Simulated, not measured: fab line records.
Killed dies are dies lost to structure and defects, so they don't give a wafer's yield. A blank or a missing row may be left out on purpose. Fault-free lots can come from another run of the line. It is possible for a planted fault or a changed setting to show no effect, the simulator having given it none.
Struck lot and sound lot, side by side + flow nand-harc + 17 steps out of a route of 1302
Sound: these wafers, L588.4, L588.5, L588.6. Struck: wafer L579.3 (L579.1, L579.4, from the same lot, were not struck and are left out); the cause is given at the end.
For every step that has rows: the tool of each side, followed by ch and its chambers, followed by its first start. Under that, the readings that differ: sound wafers + struck wafers + difference of the means + sigmas: that difference in standard deviations of wafers without a fault.
alike: readings whose means differ by less than 2 such deviations, and words and numbers that are the same on both sides. not compared: withheld readings, readings that some wafer has no value for, bounds like >300 that may hide the same value, and numbers for which the record gives no deviation and whose values overlap.
The two part at a step that has a row with sigmas, a row that says differs or no value, or rows on one side only. Non-overlapping numbers with no deviation appear without sigmas and do not part them. A reading that every wafer of one side lacks parts them only if that side has two wafers or more.

NHARC_P_M1_INSPECT_11:
  sound on defect-inspect-01 at day 14 13:52; struck on defect-inspect-01 at day 10 15:50
  alike: raw-defect-count
NHARC_P_M1_DESCUM_14: chemistry O2, time 3 s.
  sound on rie-diel-13 ch 0,1,2, day 14 13:58; struck on rie-diel-06 ch 1, day 10 15:54
| reading                | sound                | struck | difference | sigmas |
|------------------------|----------------------|--------|------------|--------|
| throttle-valve-pct (%) | 11.310 11.307 11.313 | 11.340 | +0.030     | +3     |
  alike: drypump-motor-current-A, oes-product-au, rf-vpp-V, showerhead-plenum-p-Torr
  not compared: rf-hours-counter-h
then, 2 steps without rows for these wafers: NHARC_P_M1_ETCH_35 (etches the open film in N2/H2, target depth 40 nm, overetch 12 nm, time 43.94 s); NHARC_P_M1_ETCH_15 (etches the open film in C4F8/Ar, target depth 182.5 nm, time 91.2 s).
NHARC_P_M1_CD_MEAS_16:
  sound on cd-sem-01 at day 14 14:14; struck on cd-sem-01 at day 10 16:12
  alike: cd-nm
then, 1 step without rows for these wafers: NHARC_P_M1_STRIP_18 (strips in N2/H2).
NHARC_P_M1_ETCH_28: etches the open film in CF4/N2, target depth 30 nm, time 72.99 s.
  sound: rie-diel-13 ch 0,3; struck: rie-diel-13 ch 1
  alike: drypump-motor-current-A, oes-product-au, rf-vpp-V, showerhead-plenum-p-Torr, throttle-valve-pct
  not compared: rf-hours-counter-h
then, 1 step without rows for these wafers: NHARC_P_M1_STRIP_19 (strips in post etch residue remover, time 600 s).
NHARC_P_M1_DEGAS_29: time 60 s.
  sound on pvd-sputter-02 at day 14 14:58; struck on pvd-sputter-03 at day 10 16:56
  alike: heater-power-w
then, 1 step without rows for these wafers: NHARC_P_M1_PRE_CLEAN_30 (time 30 s).
NHARC_P_M1_PVD_20: deposits TaN, target thk 5 nm, time 8.06 s.
  sound on pvd-sputter-02; struck on pvd-sputter-03
  alike: bias-v, throttle-valve-pct
then, 1 step without rows for these wafers: NHARC_P_M1_PVD_21 (deposits Cu, target thk 30 nm, time 20.49 s).
NHARC_P_M1_ECD_22: material Cu, target thk 400 nm.
  sound on ecd-cu-02 ch 0,1, day 14 15:27; struck on ecd-cu-02 ch 0,1, day 10 17:20
NHARC_P_M1_ANNEAL_31: time 90 s.
  sound on rtp-anneal-01 ch 0, day 14 15:50; struck on rtp-anneal-01 ch 0, day 10 17:40
  alike: wafer_temp_C_max
NHARC_P_M1_CMP_23: polishes, t overpolish 20 s, target thk 157.82 nm.
  sound on cmp-01 ch 1,2,3, day 14 16:07; struck on cmp-01 ch 0, day 10 18:01
| reading                | sound          | struck | difference | sigmas |
|------------------------|----------------|--------|------------|--------|
| time-to-endpoint-s (s) | 30.7 30.5 29.2 | 42.8   | +12.7      | +6     |
  alike: motor-current-A, retaining-ring-pressure-frac, slurry-flow-ml-min
NHARC_P_M1_THK_MEAS_24: measures by xrf.
  sound on film-metro-02 at day 14 16:20; struck on film-metro-01 at day 10 18:20
  alike: thk-nm
NHARC_END_SORT_01:
  the record has rows for the sound wafers here (prober-02 ch 0, day 32 23:23) and none for the struck ones

## WHERE THEY PART
Last at NHARC_END_SORT_01 as far as this record goes, first at NHARC_P_M1_DESCUM_14.

WHY: whatever the simulator had introduced
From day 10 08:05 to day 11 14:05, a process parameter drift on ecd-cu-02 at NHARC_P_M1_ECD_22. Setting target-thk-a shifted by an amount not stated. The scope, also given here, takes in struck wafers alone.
